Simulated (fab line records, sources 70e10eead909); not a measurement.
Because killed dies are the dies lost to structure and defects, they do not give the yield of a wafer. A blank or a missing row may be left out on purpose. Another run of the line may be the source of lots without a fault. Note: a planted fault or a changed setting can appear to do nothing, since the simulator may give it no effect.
fab line records	flow nand_harc
record lots=7	wafers=19	last_day=34
route steps=1302 shown A_WL_FILL@954
lots that met no fault: taken from a fault-free run of the same line
start_h: the number of hours between the record's first day and the start of the first shown wafer of the lot	wait_h: hours since the lot's step before	" unchanged from the row above	L1.1+2: a single row standing in for several wafers	- no value, or no start was given	* or withheld: withheld	< > ~ a bound
route shown NAME@n: names a module that has steps shown in the file, with the first one's number in the route	usual: mean and standard deviation over wafers with no fault	same: alike in all rows	chamber/n: place in a boat	sites: the reading at each site	_std_site: how widely they spread, as a standard deviation	_edge_site: inner sites' mean taken away from outer sites' mean	radius_mm: for every site, how far away it sits from the centre of the wafer	mask NAME#n: copy n	behind: tool/chamber where the wafer was last shaped	hold: cause of the lot's hold/its duration in hours/its outcome	device: the transistor (n, p or np) that didn't switch	end of line: the route-end tests of the same wafers	step lacking rows: just its recipe	killed: count of dies lost to structure and defects at first sort (not the wafer's yield)	map: a wafer's dies, marking killed ones x, the rest . and places with no die _
set.NAME: the setting the step ran with; set.NAME@STEP: the setting that earlier step ran with	model.NAME: the simulator's own value behind a step, which no gauge read
lots at selected steps of the route; one table per step, one row per wafer
services: from which hour (start_h, from the record's first day; less than 0 if before it) a tool's chamber was out of use, for how many hours, and why
## steps
# step NHARC_A_WL_FILL_ALD_02
# recipe target_thk_a=20	pulse_time_s=3	ald_cycles=100	temp_c=450	material=TiN
# step NHARC_A_WL_FILL_CVD_03
# recipe target_thk_a=400	temp_c=300	pressure_torr=40	wf6_flow_sccm=40	h2_flow_sccm=1600	ar_flow_sccm=1560	time_s=279	material=W
# step NHARC_A_WL_FILL_ETCHBACK_04
# recipe target_depth_a=600	time_s=120	chemistry=NF3
# usual drypump_motor_current_A=5.7/0.35	oes_product_au=1.002/0.0081	run_length_s=141.5/0.5
lot.wafer	tool	chamber	start_h	wait_h	drypump_motor_current_A	oes_product_au	rf_hours_counter_h	run_length_s
L318.3	rie_metal-03	0	513.20	0.3	6.2	1.007	-	141.2
L318.6	"	1	"	"	5.0	1.008	-	141.3
L318.5	"	0	"	"	6.2	1.003	-	141.3
L323.1	rie_metal-02	0	568.94	0.3	5.8	1.001	1.8	142.3
L323.6	"	1	"	"	5.7	1.005	-	141.2
L323.5	"	0	"	"	5.8	1.004	-	142.2
L328.2	rie_metal-03	0	620.49	0.3	6.2	1.003	1.4	141.9
L328.1	"	1	"	"	5.0	0.994	1.4	141.0
L328.3	"	1	"	"	5.0	1.005	-	141.0
L330.3	rie_metal-03	0	637.59	0.3	6.2	1.010	-	141.7
L330.5	"	0	"	"	6.2	1.010	-	141.5
L332.2	rie_metal-02	1	650.83	0.3	5.6	0.983	0.2	141.4
L332.3	"	1	"	"	5.7	0.986	-	141.3
L336.1	rie_metal-03	0	686.87	0.4	6.2	1.002	2.8	141.3
L336.3	"	0	"	"	6.2	0.997	-	141.2
L336.6	"	1	"	"	5.0	1.010	-	141.1
L337.2	rie_metal-01	1	708.11	0.4	6.0	1.001	1.2	141.7
L337.5	"	0	"	"	5.7	1.003	-	140.8
L337.6	"	1	"	"	6.0	1.005	-	141.7
# step NHARC_A_WL_FILL_ETCHBACK_05
# recipe target_depth_a=220	time_s=60	temp_c=40	chemistry=Cl2/BCl3
# usual drypump_motor_current_A=5.7/0.35	oes_product_au=1.002/0.009	run_length_s=81.5/0.51
lot.wafer	tool	chamber	start_h	wait_h	drypump_motor_current_A	oes_product_au	rf_hours_counter_h	run_length_s
L318.3	rie_metal-03	1	513.38	0.1	5.0	1.016	-	80.9
L318.5	"	0	"	"	6.2	1.014	-	81.2
L318.6	"	1	"	"	5.0	1.018	-	80.9
L323.1	rie_metal-02	1	569.15	0.2	5.7	0.998	1.8	81.2
L323.6	"	0	"	"	5.8	1.012	-	82.3
L323.5	"	1	"	"	5.7	0.999	-	81.6
L328.1	rie_metal-03	0	620.73	0.2	6.2	0.997	1.5	81.5
L328.2	"	1	"	"	5.0	0.995	1.5	80.9
L328.3	"	0	"	"	6.2	1.004	-	81.6
L330.3	rie_metal-03	0	637.77	0.1	6.2	1.010	-	81.2
L330.5	"	0	"	"	6.2	1.014	-	81.2
L332.2	rie_metal-02	1	651.08	0.2	5.7	0.978	0.4	81.6
L332.3	"	0	"	"	5.8	1.008	-	82.1
L336.1	rie_metal-03	0	687.08	0.2	6.2	1.000	2.9	81.4
L336.3	"	0	"	"	6.2	1.002	-	81.2
L336.6	"	0	"	"	6.2	1.001	-	81.7
L337.2	rie_metal-01	1	708.33	0.2	6.0	0.990	1.4	81.9
L337.6	"	0	"	"	5.7	1.006	-	80.9
L337.5	"	1	"	"	6.0	0.991	-	82.0
# step NHARC_A_WL_FILL_STRIP_27
# recipe power_w=1500	temp_c=250	time_s=20	chemistry=N2/H2
# usual drypump_motor_current_A=5.8/0.42	heater_power_w=371/38
lot.wafer	tool	chamber	start_h	wait_h	drypump_motor_current_A	heater_power_w	rf_hours_counter_h
L318.3	plasma_asher-02	1	513.55	0.2	4.9	418	-
L318.6	"	0	"	"	5.4	424	-
L318.5	"	1	"	"	4.9	425	-
L323.1	plasma_asher-01	0	569.30	0.1	6.1	318	9
L323.6	"	1	"	"	5.9	387	-
L323.5	"	0	"	"	6.1	316	-
L328.1	plasma_asher-01	1	620.87	0.1	6.0	400	23
L328.2	"	0	"	"	6.1	318	23
L328.3	"	0	"	"	6.1	309	-
L330.3	plasma_asher-02	1	637.92	0.1	4.9	431	-
L330.5	"	1	"	"	4.9	422	-
L332.2	plasma_asher-02	0	651.24	0.1	5.4	380	8
L332.3	"	1	"	"	4.9	423	-
L336.1	plasma_asher-01	1	687.22	0.1	5.9	395	35
L336.3	"	0	"	"	6.1	323	-
L336.6	"	0	"	"	6.1	318	-
L337.2	plasma_asher-02	0	708.48	0.1	5.4	380	24
L337.6	"	1	"	"	4.9	425	-
L337.5	"	0	"	"	5.4	371	-
# step NHARC_A_WL_FILL_STRIP_28
# recipe time_s=1200	temp_c=72.5	chemistry=post_etch_residue_remover
# step NHARC_A_WL_FILL_PRECLEAN_06
# recipe time_s=300	chemistry=DIW
# step NHARC_A_WL_FILL_SRD_07
# step NHARC_A_WL_FILL_ANNEAL_08
# recipe temp_c=450	time_s=1800
# step NHARC_A_WL_FILL_ALD_10
# recipe target_thk_a=500	pulse_time_s=10	ald_cycles=500	temp_c=300	material=SiO2
# usual heater_power_outer_w=261/21	heater_power_w=471/30	precursor_pulse_height_rel=1.001/0.022
lot.wafer	tool	chamber	start_h	wait_h	heater_power_outer_w	heater_power_w	precursor_pulse_height_rel
L318.3	ald_hk-03	2	520.11	0.0	287	520	0.971
L318.5	"	2	522.16	2.1	290	529	1.015
L318.6	"	3	"	"	263	472	0.990
L323.1	ald_hk-04	0	575.23	1.1	233	441	1.005
L323.5	"	2	576.26	2.1	287	506	0.952
L323.6	"	3	"	"	261	457	0.979
L328.2	ald_hk-04	0	626.12	0.6	234	444	1.033
L328.3	"	1	"	"	226	446	1.023
L328.1	"	2	"	"	283	524	0.989
L330.3	ald_hk-04	1	644.28	0.1	218	448	1.032
L330.5	"	1	646.36	2.1	220	445	1.008
L332.3	ald_hk-03	0	657.38	0.1	266	438	0.948
L332.2	"	2	658.42	1.1	270	493	1.043
L336.1	ald_hk-03	2	693.11	0.6	269	483	1.057
L336.3	"	3	"	"	259	478	0.981
L336.6	"	2	695.15	2.6	265	481	0.982
L337.2	ald_hk-04	0	717.57	0.6	253	454	0.974
L337.5	"	3	719.11	2.1	281	464	0.993
L337.6	"	0	"	"	242	448	1.005
# step NHARC_A_WL_FILL_ETCHBACK_16
# recipe target_depth_a=1200	time_s=24	c4f8_flow_sccm=withheld	o2_flow_sccm=8	ar_flow_sccm=withheld	rf_w=600	bias_w=800	chemistry=C4F8/O2/Ar
# usual oes_product_au=0.985/0.025	rf_vpp_V=724/3.5	run_length_s=45.3/0.56
lot.wafer	tool	chamber	start_h	wait_h	oes_product_au	rf_hours_counter_h	rf_vpp_V	run_length_s
L318.3	rie_diel-07	1	524.77	-	1.006	1.1	719	45.8
L318.6	"	2	"	"	0.975	-	723	44.8
L318.5	"	3	"	"	0.991	-	724	44.9
L323.1	rie_diel-05	3	578.87	-	0.938	4.7	721	45.0
L323.5	"	1	"	"	0.930	-	726	45.5
L323.6	"	2	"	"	0.933	-	730	45.9
L328.1	rie_diel-05	2	630.20	-	0.988	0.9	730	46.5
L328.2	"	3	"	"	0.993	0.8	723	29.7
L328.3	"	1	"	"	0.983	0.6	727	45.7
L330.3	rie_diel-05	3	648.96	-	0.998	1.8	722	45.2
L330.5	"	3	"	"	0.986	-	720	29.0
L332.3	rie_diel-05	3	662.06	-	0.992	2.5	723	45.0
L332.2	"	0	"	"	1.017	2.1	729	29.6
L336.1	rie_diel-07	0	697.22	-	0.994	0.8	719	45.6
L336.3	"	2	"	"	0.992	0.8	726	45.2
L336.6	"	0	"	"	0.997	-	721	45.3
L337.2	rie_diel-07	1	721.72	-	0.995	0.1	719	46.1
L337.6	"	0	"	"	1.010	-	720	45.4
L337.5	"	1	"	"	0.996	-	720	45.9
# step NHARC_A_WL_FILL_STRIP_29
# recipe time_s=20	o2_flow_sccm=500	ar_flow_sccm=0	bias_w=0	chemistry=O2
# usual drypump_motor_current_A=5.8/0.39	mfc_ar_sccm=0.012/0.012	o2_flow_sccm=500.0/1.5	oes_product_au=1.001/0.0085	rf_vpp_V=57.8/0.89	showerhead_plenum_p_Torr=3.54/0.12	throttle_valve_pct=17.036/0.0091
lot.wafer	tool	chamber	start_h	wait_h	drypump_motor_current_A	mfc_ar_sccm	o2_flow_sccm	oes_product_au	rf_hours_counter_h	rf_vpp_V	showerhead_plenum_p_Torr	throttle_valve_pct
L318.3	rie_diel-07	2	524.85	0.1	6.1	0	498.4	0.998	0.3	57.6	3.55	17.024
L318.5	"	3	"	"	6.5	0.014	497.9	0.990	-	58.6	3.58	17.054
L318.6	"	0	"	"	5.8	0.018	497.0	0.982	-	57.8	3.42	17.043
L323.1	rie_diel-05	1	578.95	0.1	5.2	0	498.6	1.003	5.1	57.8	3.64	17.027
L323.5	"	1	"	"	5.2	0	498.8	0.991	-	59.2	3.63	17.052
L323.6	"	2	"	"	5.4	0.014	500.0	1.009	-	59.6	3.77	17.034
L328.3	rie_diel-05	1	630.32	0.1	5.2	0	501.9	0.993	0.6	57.8	3.64	17.048
L328.1	"	2	"	"	5.4	0.014	501.5	0.994	0.9	60.1	3.77	17.039
L328.2	"	3	"	"	6.0	0	499.9	0.994	0.9	58.2	3.49	17.041
L330.3	rie_diel-05	3	649.06	0.1	6.0	0	500.7	1.003	1.8	57.5	3.49	17.032
L330.5	"	1	"	"	5.2	0	500.0	0.998	-	58.3	3.64	17.050
L332.2	rie_diel-05	0	662.14	0.1	5.5	0.038	500.6	1.008	2.1	58.8	3.66	17.038
L332.3	"	3	"	"	5.9	0	502.4	0.989	2.5	58.1	3.49	17.035
L336.3	rie_diel-07	3	697.32	0.1	6.5	0.014	502.4	1.000	2.0	57.9	3.57	17.036
L336.1	"	0	"	"	5.8	0.018	498.3	1.010	0.8	58.7	3.41	17.045
L336.6	"	2	"	"	6.1	0	501.9	0.999	-	58.9	3.55	17.041
L337.2	rie_diel-07	0	721.80	0.1	5.8	0.018	501.8	1.008	2.2	59.0	3.41	17.031
L337.5	"	0	"	"	5.8	0.018	501.1	1.014	-	57.9	3.41	17.045
L337.6	"	1	"	"	5.9	0.027	502.4	1.010	-	57.6	3.40	17.019
## services
tool	chamber	start_h	hours	kind
rie_diel-07	2	494.50	22.6	repair
rie_metal-01	1	506.98	5.7	repair
rie_metal-03	-	519.00	9.0	pm
plasma_asher-01	-	519.39	9.0	pm
rie_metal-02	1	521.60	4.0	repair
ald_hk-03	-	534.31	0.8	repair
plasma_asher-02	-	564.40	19.4	repair
ald_hk-03	-	569.39	10.0	pm
rie_metal-01	-	575.00	9.0	pm
rie_diel-05	-	583.72	9.0	pm
plasma_asher-01	-	592.51	1.7	repair
rie_diel-07	-	595.18	0.4	repair
rie_diel-07	-	595.96	0.7	repair
rie_diel-07	1	598.91	6.3	repair
plasma_asher-02	-	603.25	9.0	pm
ald_hk-04	-	612.32	10.0	pm
rie_diel-05	0	626.57	11.1	repair
rie_metal-02	-	631.00	9.0	pm
rie_metal-03	1	642.96	4.0	repair
rie_diel-07	2	645.30	15.7	repair
rie_diel-07	-	648.20	9.0	pm
rie_metal-03	-	688.71	0.2	repair
rie_metal-03	-	696.00	9.0	pm
plasma_asher-01	-	696.39	9.0	pm
## key
first_sign step=NHARC_A_WL_FILL_ETCHBACK_16	reading=run_length_s	direction=down	sigmas=28	usual=*	struck=*
effect none on later readings
met_at NHARC_A_WL_FILL_ETCHBACK_16
struck_wafers L328.2,L330.5,L332.2
later_rows_left_out L328.2,L330.5,L332.2
sort_left_out L328.2,L330.5,L332.2
tester_left_out L328,L330,L332
onset_between 578.87 630.20
fault kind=process_parameter_drift	tool=rie_diel-05	chamber=-	onset_h=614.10	steps=NHARC_A_WL_FILL_ETCHBACK_16	channel=time_s	offset=*	shape=step	end_h=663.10	scope=struck_wafers_only	acts_in=*	stated=*
# tester_left_out: of these lots the tester's yield and bins aren't shown, on N5 and GAA mostly nor the transistor test; their killed dies are dies lost to structure and defects alone, not to doping, threshold or leakage, so they don't give the yield
# sort_left_out: the simulated sort isn't trusted on such a fault, so these wafers' sort isn't shown, and their yield isn't known
# later_rows_left_out: the simulator's readings of these wafers behind a module that went badly wrong aren't trusted and aren't shown, but for the sort
